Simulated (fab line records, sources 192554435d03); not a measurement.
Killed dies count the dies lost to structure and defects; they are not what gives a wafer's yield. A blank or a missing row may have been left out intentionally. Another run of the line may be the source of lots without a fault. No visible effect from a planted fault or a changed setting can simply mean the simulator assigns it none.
What tool caused it? ; flow n5 finfet ; at 1 step of a route of 1938, 20 lots with 60 wafers sampled

## WHAT THE GAUGES READ, wafer by wafer
N5_BEOL_M5_INSPECT_13: inspects for defects (brightfield).
lot;measured;on;raw defect count
L074;day 9 19:59;defect inspect-02;388 325 426
L075;day 10 14:30;defect inspect-02;363 374 563
L077;day 10 22:40;defect inspect-01;386 329 376
L078;day 11 05:11;defect inspect-01;495 508 530
L076;day 11 05:16;defect inspect-01;483 594 468
L079;day 11 13:32;defect inspect-01;381 331 377
L081;day 11 17:04;defect inspect-01;350 429 365
L082;day 11 21:29;defect inspect-01;361 394 452
L080;day 11 21:39;defect inspect-01;380 470 404
L083;day 12 03:53;defect inspect-01;403 321 349
L084;day 12 04:12;defect inspect-01;482 549 456
L085;day 13 02:45;defect inspect-02;451 395 498
L087;day 13 04:34;defect inspect-02;393 429 354
L088;day 13 05:11;defect inspect-01;552 382 468
L089;day 14 02:57;defect inspect-01;504 602 403
L092;day 14 15:13;defect inspect-02;483 575 507
L093;day 14 15:25;defect inspect-02;292 346 377
L091;day 14 18:25;defect inspect-02;551 436 349
L096;day 16 01:22;defect inspect-01;529 438 410
L094;day 16 08:56;defect inspect-01;457 481 561

## TOOL THAT RAN EACH LOT (tool first, then ch and the chambers of the sampled wafers, then the start)
Before these readings, the record contains no process step.

## AS READ BY THE TOOLS THEMSELVES (means over the sampled wafers that have a number; for cases with no such wafer, the mark the record gives instead)
The record holds no such reading with a usual standard deviation.

## THE ANSWER, worked out from the rows above alone
Rule: the usual values come from the lots themselves. The widest of any qualifying gaps counts: lots, ordered by their means at a reading, are off when they make up no more than a third of the lots, leave a main group of 4 or more, and stand apart from it by 3 or more times the standard deviation of that group's means. The tables above print the reading to a certain number of digits; a main group whose means all agree to those digits is not used. A lot without any number at a reading at which 4 lots or more have one is off too. Where the step has rows for the other lots, those lots are counted as sound. The gauges are gone through in route order, then the tools' own readings, and for those a lot's mean is taken as printed above. At the first step where some lot is off, the reading lying furthest off is the one used; lots without a number count as furthest.
None of the lots is off at any reading shown; this tells nothing.

## WHAT WAS PUT IN BY THE SIMULATOR
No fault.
